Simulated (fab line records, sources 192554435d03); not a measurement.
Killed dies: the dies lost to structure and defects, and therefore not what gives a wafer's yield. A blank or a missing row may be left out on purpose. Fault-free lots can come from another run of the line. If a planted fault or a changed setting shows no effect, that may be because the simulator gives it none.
fab line records	flow n5-finfet	part 1 of 2: steps 1 to 43 of 44
[record] lots = 7	wafers = 18	last-day = 21
route steps=1938 shown BEOL_M1@799 BEOL_M4@1111 PASSIVATION@1936
lots that met no fault: taken from a fault-free run of the same line
start-h: hours from the record's opening day to when the first of the lot's shown wafers began	wait-h: time in hours since the lot's previous step	" repeats the value in the row above	L1.1+2: one row covering several wafers at once	- no value, or no start given	* or withheld: withheld	< > ~ a bound
route shown NAME@n: a module of which the file shows steps, and the number in the route of the first	usual: average and standard deviation across the fault-free wafers	same: alike in all rows	chamber/n: place in a boat	sites: each site's reading	_std_site: the values' standard deviation	_edge_site: the outer-site mean with the inner-site mean subtracted	radius-mm: how far each site lies from the wafer's centre	mask NAME#n: copy n	behind: the last tool/chamber to shape the wafer	hold: the reason the lot was held/the length of the hold in hours/how it ended	device: whichever transistor did not switch (one of n, p or np)	end of line: tests run on the same wafers once the route is complete	where a step has no rows: the recipe by itself	killed: dies lost to structure and defects at the first sort, not the wafer's yield	map: per-die view of a wafer (x killed, . not killed, _ where there is no die)
set.NAME: the run value of the setting; set.NAME@STEP: its run value at that earlier step	model.NAME: the simulator's own value behind a step, which no gauge read
lots at selected steps of the route; one table per step, one row per wafer
services: from which hour (start-h, from the record's first day; less than 0 if before it) a tool's chamber was out of use, for how many hours, and why
[[steps]]
[step N5_BEOL_M1_STRIP_36]
[recipe] chemistry = N2/H2	power-w = 450	temp-c = 40	pressure-mtorr = 20	rf-frequency-hz = 6e+07	overash-fraction = 0.3	bias-power-w = 7	h2-frac = 0.5	n2-flow-sccm = 200	h2-flow-sccm = 200
[step N5_BEOL_M1_TRENCH_ETCH_37]
[recipe] chemistry = C4F6/O2	target-depth-a = 552.07	target = SiOC	time-s = 29	ion-energy-ev = 250	pressure-mtorr = 30	source-w = 355	bias-w = 185	Ar_flow_sccm = 300	C4F6_flow_sccm = 10	O2_flow_sccm = 10
[step N5_BEOL_M1_ETCH_41]
[recipe] chemistry = CH3F/O2	target = SiCN	target-depth-a = 319	taper-deg = 2	time-s = 57.8	ion-energy-ev = 120	mask-material = TiN	pressure-mtorr = 30	source-w = 395	bias-w = 75	Ar_flow_sccm = 150	CH3F_flow_sccm = 30	O2_flow_sccm = 20
[step N5_BEOL_M1_STRIP_97]
[recipe] chemistry = N2/H2	time-s = 10	power-w = 450	temp-c = 40	pressure-mtorr = 20	rf-frequency-hz = 6e+07	bias-power-w = 7	n2-flow-sccm = 200	h2-flow-sccm = 200
[step N5_BEOL_M1_OCD_MEAS_38]
[usual] trench-depth-nm = 54.6/1.2
lot.wafer	tool	chamber	start-h	wait-h	trench-depth-nm
L538.1	ocd-01	-	197.69	-	54.4
L538.2	"	-	"	"	54.4
L538.5	"	-	"	"	55.3
L537.1	ocd-01	-	200.87	-	58.0
L537.2	"	-	"	"	54.3
L537.4	"	-	"	"	53.9
L544.1	ocd-01	-	228.64	-	53.6
L544.3	"	-	"	"	53.4
L545.3	ocd-01	-	235.60	-	54.1
L545.5	"	-	"	"	53.5
L547.1	ocd-02	-	240.52	-	54.5
L547.6	"	-	"	"	56.3
L550.1	ocd-01	-	259.49	-	53.9
L550.5	"	-	"	"	55.3
L550.6	"	-	"	"	54.6
L552.3	ocd-01	-	259.96	-	53.5
L552.4	"	-	"	"	53.7
L552.6	"	-	"	"	53.4
[step N5_BEOL_M1_HM_STRIP_39]
[recipe] chemistry = peroxide-tin-strip	material = TiN	target-depth-a = 250	temp-c = 50	time-s = 158
[step N5_BEOL_M1_SRD_40]
[recipe] time-s = 30	temp-c = 23	rinse-liquid = diw	dry = ipa-marangoni
[step N5_BEOL_M1_PRECLEAN_42]
[recipe] chemistry = residue-remover	time-s = 60	temp-c = 40
[step N5_BEOL_M1_SRD_43]
[recipe] time-s = 30	temp-c = 23	rinse-liquid = diw	dry = ipa-marangoni
[step N5_BEOL_M1_CD_MEAS_35]
[recipe] target-cd-nm = 18	target-cd-y-nm = 21	polarity = opening
[usual] cd-nm = 17.9/0.43
lot.wafer	tool	chamber	start-h	wait-h	cd-nm
L538.1	cd-sem-02	-	197.84	0.0	17.7
L538.2	"	-	"	"	17.1
L538.5	"	-	"	"	17.3
L537.1	cd-sem-02	-	201.12	0.0	17.8
L537.2	"	-	"	"	17.4
L537.4	"	-	"	"	18.6
L544.1	cd-sem-01	-	228.79	0.0	17.8
L544.3	"	-	"	"	17.5
L545.3	cd-sem-01	-	235.85	0.0	18.3
L545.5	"	-	"	"	17.4
L547.1	cd-sem-01	-	240.67	0.0	17.1
L547.6	"	-	"	"	17.7
L550.1	cd-sem-01	-	259.64	0.0	17.7
L550.5	"	-	"	"	18.0
L550.6	"	-	"	"	17.5
L552.3	cd-sem-01	-	260.11	0.0	18.6
L552.4	"	-	"	"	18.5
L552.6	"	-	"	"	18.0
[step N5_BEOL_M1_DEGAS_44]
[recipe] ambient = vacuum	temp-c = 250	time-s = 60
[step N5_BEOL_M1_PRE_CLEAN_45]
[recipe] gas = H2/He	time-s = 30	temp-c = 250
[usual] heater-power-w = 315/30
lot.wafer	tool	chamber	start-h	wait-h	heater-power-w
L538.1	pvd-sputter-02	-	198.24	0.0	288
L538.2	"	-	"	"	313
L538.5	"	-	"	"	284
L537.1	pvd-sputter-02	-	201.38	0.0	273
L537.2	"	-	"	"	279
L537.4	"	-	"	"	347
L544.1	pvd-sputter-02	-	228.88	0.0	300
L544.3	"	-	"	"	282
L545.3	pvd-sputter-01	-	236.14	0.0	313
L545.5	"	-	"	"	311
L547.1	pvd-sputter-01	-	240.90	0.0	353
L547.6	"	-	"	"	298
L550.1	pvd-sputter-03	-	260.14	0.0	322
L550.5	"	-	"	"	333
L550.6	"	-	"	"	263
L552.3	pvd-sputter-01	-	260.30	0.0	294
L552.4	"	-	"	"	322
L552.6	"	-	"	"	368
[step N5_BEOL_M1_ALD_84]
[recipe] material = TaN	target-thk-a = *	temp-c = 275	ald-precursor-family = PDMAT	ald-co-reactant = NH3	pressure-torr = 3	carrier-flow-sccm = 1500	pulse-time-s = 2	purge-time-s = 3	co-reactant-purge-time-s = 2	co-reactant-pulse-time-s = 3	ald-cycles = 30	precursor-vessel-temp-c = 75	precursor-vessel-pressure-torr = 26.25	precursor-vessel-carrier-sccm = 1000
[usual] ald-cycles = 30/0	heater-power-w = 434/55	mfc-carrier-sccm = 1500/4.5	precursor-vessel-carrier-sccm = 999.9/2.8
[same] co-reactant-purge-time-s = 2
lot.wafer	tool	chamber	start-h	wait-h	ald-cycles	heater-power-w	mfc-carrier-sccm	precursor-vessel-carrier-sccm	model.TaN_of_BEOL_M1_ALD_84.thk-nm
L538.1	ald-metal-03	1	198.33	0.1	30	519	1499	996.6	*
L538.2	"	3	"	"	30	473	1499	1003.4	*
L538.5	"	1	"	"	30	508	1495	995.1	*
L537.1	ald-metal-03	3	201.44	0.0	30	478	1498	1002.6	*
L537.2	"	1	"	"	30	505	1507	1001.9	*
L537.4	"	0	"	"	30	451	1506	998.4	*
L544.1	ald-metal-04	1	228.96	0.1	46	367	1501	1000.1	*
L544.3	"	3	"	"	30	375	1498	1004.0	*
L545.3	ald-metal-04	1	236.20	0.0	30	367	1508	996.6	*
L545.5	"	1	"	"	46	357	1501	1003.9	*
L547.1	ald-metal-04	1	240.97	0.1	46	361	1499	996.9	*
L547.6	"	2	"	"	30	419	1500	1002.0	*
L550.1	ald-metal-03	0	260.20	0.0	30	465	1498	995.7	*
L550.5	"	1	"	"	30	516	1500	1001.0	*
L550.6	"	0	"	"	30	460	1499	1000.4	*
L552.3	ald-metal-02	1	260.36	0.0	30	521	1503	1003.4	*
L552.4	"	2	"	"	30	365	1499	995.6	*
L552.6	"	1	"	"	30	513	1500	1001.1	*
[step N5_BEOL_M1_SURFACE_TREAT_85]
[recipe] gas = Ar	time-s = *	ion-energy-ev = *	ion-current-ma-cm2 = 0.5	pressure-mtorr = *	ar-flow-sccm = 30
[step N5_BEOL_M1_CVD_47]
[recipe] material = Co	target-thk-a = 30	temp-c = withheld	precursor = CCTBA/H2	pressure-torr = 30	time-s = 223.8
[step N5_BEOL_M1_SPUTTER_48]
[recipe] material = Cu	target-thk-a = 45	temp-c = -20	chamber-pressure-pa = 0.07	power-w = withheld	time-s = 8.29
[usual] throttle-valve-pct = 30.0/0.72
lot.wafer	tool	chamber	start-h	wait-h	throttle-valve-pct
L538.1	pvd-sputter-03	-	199.06	0.2	28.9
L538.2	"	-	"	"	31.3
L538.5	"	-	"	"	31.0
L537.1	pvd-sputter-02	-	202.14	0.1	29.9
L537.2	"	-	"	"	29.4
L537.4	"	-	"	"	29.7
L544.1	pvd-sputter-02	-	229.62	0.2	30.0
L544.3	"	-	"	"	30.6
L545.3	pvd-sputter-01	-	236.90	0.1	29.6
L545.5	"	-	"	"	31.2
L547.1	pvd-sputter-03	-	241.42	0.1	30.2
L547.6	"	-	"	"	29.8
L550.1	pvd-sputter-01	-	260.98	0.1	31.2
L550.5	"	-	"	"	29.0
L550.6	"	-	"	"	29.4
L552.3	pvd-sputter-02	-	261.06	0.1	30.5
L552.4	"	-	"	"	30.1
L552.6	"	-	"	"	29.6
[step N5_BEOL_M1_ANNEAL_49]
[recipe] temp-c = 400	time-s = 240	ambient = vacuum
[step N5_BEOL_M1_SPUTTER_79]
[recipe] material = Cu	target-thk-a = 45	temp-c = -20	chamber-pressure-pa = 0.07	power-w = withheld	time-s = 8.29
[usual] throttle-valve-pct = 29.9/0.75
lot.wafer	tool	chamber	start-h	wait-h	throttle-valve-pct
L538.1	pvd-sputter-03	-	199.28	0.1	29.0
L538.2	"	-	"	"	31.5
L538.5	"	-	"	"	31.1
L537.1	pvd-sputter-02	-	202.36	0.1	29.5
L537.2	"	-	"	"	29.4
L537.4	"	-	"	"	30.0
L544.1	pvd-sputter-02	-	229.84	0.1	29.7
L544.3	"	-	"	"	30.6
L545.3	pvd-sputter-01	-	237.12	0.1	29.7
L545.5	"	-	"	"	31.2
L547.1	pvd-sputter-03	-	241.64	0.1	30.5
L547.6	"	-	"	"	29.4
L550.1	pvd-sputter-01	-	261.20	0.1	31.2
L550.5	"	-	"	"	29.1
L550.6	"	-	"	"	29.6
L552.3	pvd-sputter-02	-	261.28	0.1	30.5
L552.4	"	-	"	"	29.8
L552.6	"	-	"	"	29.5
[step N5_BEOL_M1_ANNEAL_80]
[recipe] temp-c = 400	time-s = 240	ambient = vacuum
[step N5_BEOL_M1_SPUTTER_81]
[recipe] material = Cu	target-thk-a = 45	temp-c = -20	chamber-pressure-pa = 0.07	power-w = withheld	time-s = 8.29
[step N5_BEOL_M1_ANNEAL_82]
[recipe] temp-c = 400	time-s = 240	ambient = vacuum
[step N5_BEOL_M1_SPUTTER_86]
[recipe] material = Cu	target-thk-a = 45	temp-c = -20	chamber-pressure-pa = 0.07	power-w = withheld	time-s = 8.29
[step N5_BEOL_M1_ANNEAL_87]
[recipe] temp-c = 400	time-s = 240	ambient = vacuum
[step N5_BEOL_M1_SPUTTER_88]
[recipe] material = Cu	target-thk-a = 45	temp-c = -20	chamber-pressure-pa = 0.07	power-w = withheld	time-s = 8.29
[usual] throttle-valve-pct = 29.9/0.73
lot.wafer	tool	chamber	start-h	wait-h	throttle-valve-pct
L538.1	pvd-sputter-03	-	199.94	0.1	28.7
L538.2	"	-	"	"	31.3
L538.5	"	-	"	"	31.2
L537.1	pvd-sputter-02	-	203.02	0.1	29.8
L537.2	"	-	"	"	29.3
L537.4	"	-	"	"	29.7
L544.1	pvd-sputter-02	-	230.50	0.1	29.8
L544.3	"	-	"	"	30.3
L545.3	pvd-sputter-01	-	237.78	0.1	29.3
L545.5	"	-	"	"	31.1
L547.1	pvd-sputter-03	-	242.30	0.1	30.2
L547.6	"	-	"	"	29.3
L550.1	pvd-sputter-01	-	261.86	0.1	31.2
L550.5	"	-	"	"	29.3
L550.6	"	-	"	"	29.5
L552.3	pvd-sputter-02	-	261.94	0.1	30.4
L552.4	"	-	"	"	29.6
L552.6	"	-	"	"	29.6
[step N5_BEOL_M1_ANNEAL_89]
[recipe] temp-c = 400	time-s = 240	ambient = vacuum
[step N5_BEOL_M1_SPUTTER_90]
[recipe] material = Cu	target-thk-a = 45	temp-c = -20	chamber-pressure-pa = 0.07	power-w = withheld	time-s = 8.29
[step N5_BEOL_M1_ANNEAL_91]
[recipe] temp-c = 400	time-s = 240	ambient = vacuum
[step N5_BEOL_M1_SPUTTER_92]
[recipe] material = Cu	target-thk-a = 45	temp-c = -20	chamber-pressure-pa = 0.07	power-w = withheld	time-s = 8.29
[step N5_BEOL_M1_ANNEAL_93]
[recipe] temp-c = 400	time-s = 240	ambient = vacuum
[step N5_BEOL_M1_SPUTTER_94]
[recipe] material = Cu	target-thk-a = 45	temp-c = -20	chamber-pressure-pa = 0.07	power-w = withheld	time-s = 8.29
[usual] throttle-valve-pct = 30.0/0.73
lot.wafer	tool	chamber	start-h	wait-h	throttle-valve-pct
L538.1	pvd-sputter-03	-	200.60	0.1	28.7
L538.2	"	-	"	"	31.0
L538.5	"	-	"	"	31.2
L537.1	pvd-sputter-02	-	203.68	0.1	29.7
L537.2	"	-	"	"	29.3
L537.4	"	-	"	"	30.1
L544.1	pvd-sputter-02	-	231.16	0.1	29.8
L544.3	"	-	"	"	30.6
L545.3	pvd-sputter-01	-	238.44	0.1	29.4
L545.5	"	-	"	"	31.3
L547.1	pvd-sputter-03	-	242.96	0.1	30.4
L547.6	"	-	"	"	29.6
L550.1	pvd-sputter-01	-	262.52	0.1	31.4
L550.5	"	-	"	"	29.4
L550.6	"	-	"	"	29.6
L552.3	pvd-sputter-02	-	262.60	0.1	30.4
L552.4	"	-	"	"	29.7
L552.6	"	-	"	"	29.7
[step N5_BEOL_M1_ANNEAL_95]
[recipe] temp-c = 400	time-s = 240	ambient = vacuum
[step N5_BEOL_M1_SPUTTER_96]
[recipe] material = Cu	target-thk-a = 45	temp-c = -20	chamber-pressure-pa = 0.07	power-w = withheld	time-s = 8.29
[step N5_BEOL_M1_ECD_50]
[recipe] material = Cu	target-thk-a = 3000
[step N5_BEOL_M1_ANNEAL_51]
[recipe] temp-c = 225	time-s = 90	ambient = N2
[step N5_BEOL_M1_CMP_52]
[recipe] stop-on = SiOC	t-overpolish-s = 6.8	down-force-psi = 1	platen-rpm = 50	clearing-platen-down-force-psi = 1.5	clearing-platen-rpm = 50	post-cmp-clean = cu-alkaline	target-thk-nm = 40	clearing-platen-pad-velocity-m-s = 0.99484	pad-velocity-m-s = 0.99484
[step N5_BEOL_M1_THK_MEAS_53]
[recipe] thk-meas-gauge = xrf	reads = Cu_of_BEOL_M1_ECD_50
[usual] M1_THK = 40.1/2.1
lot.wafer	tool	chamber	start-h	wait-h	M1_THK[nm]
L538.1	film-metro-02	-	201.61	-	37.1
L538.2	"	-	"	"	38.8
L538.5	"	-	"	"	37.8
L537.1	film-metro-01	-	204.82	-	36.5
L537.2	"	-	"	"	37.4
L537.4	"	-	"	"	41.0
L544.1	film-metro-01	-	232.18	-	39.1
L544.3	"	-	"	"	41.2
L545.3	film-metro-02	-	239.61	-	42.5
L545.5	"	-	"	"	41.7
L547.1	film-metro-01	-	243.97	-	39.4
L547.6	"	-	"	"	42.0
L550.1	film-metro-01	-	263.57	-	41.7
L550.5	"	-	"	"	42.9
L550.6	"	-	"	"	42.9
L552.3	film-metro-01	-	263.65	-	42.3
L552.4	"	-	"	"	41.2
L552.6	"	-	"	"	41.2
[step N5_BEOL_M1_PRE_CLEAN_60]
[recipe] gas = NH3/H2	time-s = 15	temp-c = *	rf-power-w = 300
[step N5_BEOL_M1_CO_CAP_55]
[recipe] material = Co	target-thk-a = 20	temp-c = 200	precursor = CCTBA/H2	pressure-torr = 30	time-s = 102.1
[step N5_BEOL_M1_PRE_CLEAN_56]
[recipe] gas = NH3	time-s = 15	temp-c = withheld	rf-power-w = 300
[step N5_BEOL_M1_DEP_57]
[recipe] material = SiCN	target-thk-a = 80	temp-c = withheld	precursor = 3MS/NH3	pressure-torr = 3	rf-w = 202	time-s = 14
[step N5_BEOL_M1_RS_MEAS_58]
[recipe] thk-meas-gauge = four-point-probe	reads = Co_of_BEOL_M1_CO_CAP_55+Cu_of_BEOL_M1_ECD_50+Co_of_BEOL_M1_CVD_47+TaN_of_BEOL_M1_ALD_84
[usual] M1_RS = 0.67/0.047
lot.wafer	tool	chamber	start-h	wait-h	M1_RS[ohm/sq]
L538.1	film-metro-01	-	201.87	0.0	0.75
L538.2	"	-	"	"	0.71
L538.5	"	-	"	"	0.73
L537.1	film-metro-02	-	205.11	0.1	0.76
L537.2	"	-	"	"	0.74
L537.4	"	-	"	"	0.65
L544.1	film-metro-01	-	232.46	0.0	0.69
L544.3	"	-	"	"	0.64
L545.3	film-metro-01	-	239.87	0.1	0.63
L545.5	"	-	"	"	0.64
L547.1	film-metro-01	-	244.23	0.0	0.68
L547.6	"	-	"	"	0.62
L550.1	film-metro-02	-	263.83	0.0	0.63
L550.5	"	-	"	"	0.62
L550.6	"	-	"	"	0.62
L552.3	film-metro-01	-	264.03	0.1	0.63
L552.4	"	-	"	"	0.65
L552.6	"	-	"	"	0.65
[step N5_BEOL_M1_INSPECT_59]
[recipe] inspect-instrument = darkfield	mode = post-dep
[usual] raw-defect-count = 74/23
lot.wafer	tool	chamber	start-h	wait-h	raw-defect-count
L538.1	defect-inspect-02	-	201.90	0.0	48
L538.2	"	-	"	"	59
L538.5	"	-	"	"	59
L537.1	defect-inspect-01	-	205.13	0.0	86
L537.2	"	-	"	"	92
L537.4	"	-	"	"	73
L544.1	defect-inspect-01	-	232.49	0.0	68
L544.3	"	-	"	"	74
L545.3	defect-inspect-01	-	239.90	0.0	66
L545.5	"	-	"	"	116
L547.1	defect-inspect-01	-	244.25	0.0	100
L547.6	"	-	"	"	40
L550.1	defect-inspect-02	-	263.86	0.0	122
L550.5	"	-	"	"	89
L550.6	"	-	"	"	80
L552.3	defect-inspect-02	-	264.05	0.0	92
L552.4	"	-	"	"	67
L552.6	"	-	"	"	65
[step N5_BEOL_M4_RC_MEAS_101]
[usual] CHAIN_V0 = 241/13	CHAIN_V0_max_site = 250/14	DIBL_N = 36.1/2.3	DIBL_P = 36/3.2	IOFF_N = 0.16/0.045	IOFF_P = 0.21/0.049	ION_N = 674/14	ION_P = 462/8.4	SERP_M1 = 205/22	SERP_M1_max_site = 217/24	SS_N = 71.6/0.83	SS_P = 73.2/0.87	VT_N = 249/3.8	VT_P = -250/3.4
lot.wafer	tool	chamber	start-h	wait-h	CHAIN_V0[ohm/link]	CHAIN_V0_max_site[ohm/link]	DIBL_N[mV/V]	DIBL_P[mV/V]	IOFF_N[nA/um]	IOFF_P[nA/um]	ION_N[uA/um]	ION_P[uA/um]	SERP_M1[ohm/um]	SERP_M1_max_site[ohm/um]	SS_N[mV/dec]	SS_P[mV/dec]	VT_N[mV]	VT_P[mV]
L538.1	prober-02	0	286.55	0.0	250	259	33.5	32	0.11	0.14	664	453	263	274	70.6	72.3	254	-257
L538.2	"	0	"	"	252	262	39.3	38	0.19	0.22	673	456	248	272	73.2	73.2	249	-252
L538.5	"	0	"	"	256	271	37.1	37	0.16	0.20	669	461	256	270	71.9	73.6	250	-252
L537.1	prober-02	0	310.74	0.0	243	251	41.7	42	0.29	0.30	681	461	230	249	73.6	75.0	245	-248
L537.2	"	0	"	"	268	279	37.4	38	0.19	0.23	692	471	245	266	71.7	74.3	245	-251
L537.4	"	0	"	"	228	238	38.4	39	0.21	0.24	676	456	169	186	72.8	74.8	247	-251
L545.3	prober-01	0	345.01	0.3	249	259	38.0	39	0.21	0.23	681	458	198	206	72.3	73.6	245	-250
L545.5	"	0	"	"	381	408	40.4	42	0.27	0.27	700	467	296	321	72.8	74.4	240	-249
L544.1	prober-02	0	347.66	0.0	367	383	37.6	39	0.17	0.29	661	465	290	320	71.7	74.3	250	-246
L544.3	"	0	"	"	237	247	35.5	33	0.13	0.18	664	458	188	202	71.2	72.5	253	-253
L547.1	prober-01	0	354.89	0.0	378	399	36.6	38	0.16	0.21	665	455	303	319	72.2	73.6	249	-253
L547.6	"	0	"	"	233	241	36.1	38	0.17	0.19	683	466	186	197	72.7	73.5	247	-255
L550.1	prober-02	0	358.67	0.0	242	249	37.4	39	0.19	0.23	695	472	203	213	72.0	74.2	244	-251
L550.5	"	0	"	"	246	252	40.1	41	0.24	0.29	685	475	196	201	72.7	74.1	244	-246
L550.6	"	0	"	"	253	267	37.9	39	0.18	0.22	685	469	206	223	72.5	73.3	247	-252
L552.3	prober-02	0	364.75	0.3	227	242	36.8	34	0.16	0.18	681	461	170	182	70.7	73.5	247	-251
L552.4	"	0	"	"	228	232	34.9	32	0.13	0.17	685	471	177	184	70.6	71.9	248	-253
L552.6	"	0	"	"	239	245	39.1	36	0.19	0.20	686	461	196	204	71.7	73.6	248	-251
// sites CHAIN_V0 radius-mm=0,75,75,75,75,140,140,140,140
L538.1 258 259 250 250 254 234 239 243 231
L537.1 233 232 233 233 244 247 243 251 244
L545.3 259 250 255 249 253 237 239 243 237
L544.1 373 378 367 378 383 360 350 363 355
L547.1 388 399 385 397 377 376 372 378 362
L550.1 243 249 239 240 243 242 233 227 243
L552.3 221 225 229 227 221 230 223 230 242
// sites SERP_M1 radius-mm=0,75,75,75,75,140,140,140,140
L538.1 269 268 263 263 274 249 247 247 245
L537.1 216 215 216 223 230 241 243 249 247
L545.3 194 198 202 193 201 195 195 206 198
L544.1 288 299 292 306 320 283 284 290 281
L547.1 312 319 315 316 285 298 284 303 268
L550.1 202 213 198 203 212 210 188 192 211
L552.3 170 174 168 170 168 179 163 172 182
[[key]]
[first-sign] step = N5_BEOL_M1_ALD_84	reading = ald-cycles	direction = up	sigmas = 99+	usual = *	struck = *
[effect] step = N5_BEOL_M4_RC_MEAS_101	reading = CHAIN_V0	direction = up	sigmas = 11	usual = 241	struck = 375
[effect] step = N5_BEOL_M4_RC_MEAS_101	reading = SERP_M1	direction = up	sigmas = 4.1	usual = 205	struck = 296
[effect] step = N5_BEOL_M4_RC_MEAS_101	reading = CHAIN_V0_max_site	direction = up	sigmas = 10	usual = 250	struck = 397
[effect] step = N5_BEOL_M4_RC_MEAS_101	reading = SERP_M1_max_site	direction = up	sigmas = 4.3	usual = 217	struck = 320
[model-effect] step = N5_BEOL_M1_ALD_84	value = TaN_of_BEOL_M1_ALD_84.thk-nm	without = *	struck = *
met-at N5_BEOL_M1_ALD_84
struck-wafers L544.1,L545.5,L547.1
[fault] kind = process-parameter-drift	tool = ald-metal-04	chamber = -	onset-h = 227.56	steps = N5_BEOL_M1_ALD_84	channel = ald-cycles	offset = *	shape = step	end-h = 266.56	scope = struck-wafers-only	acts-in = *	stated = *
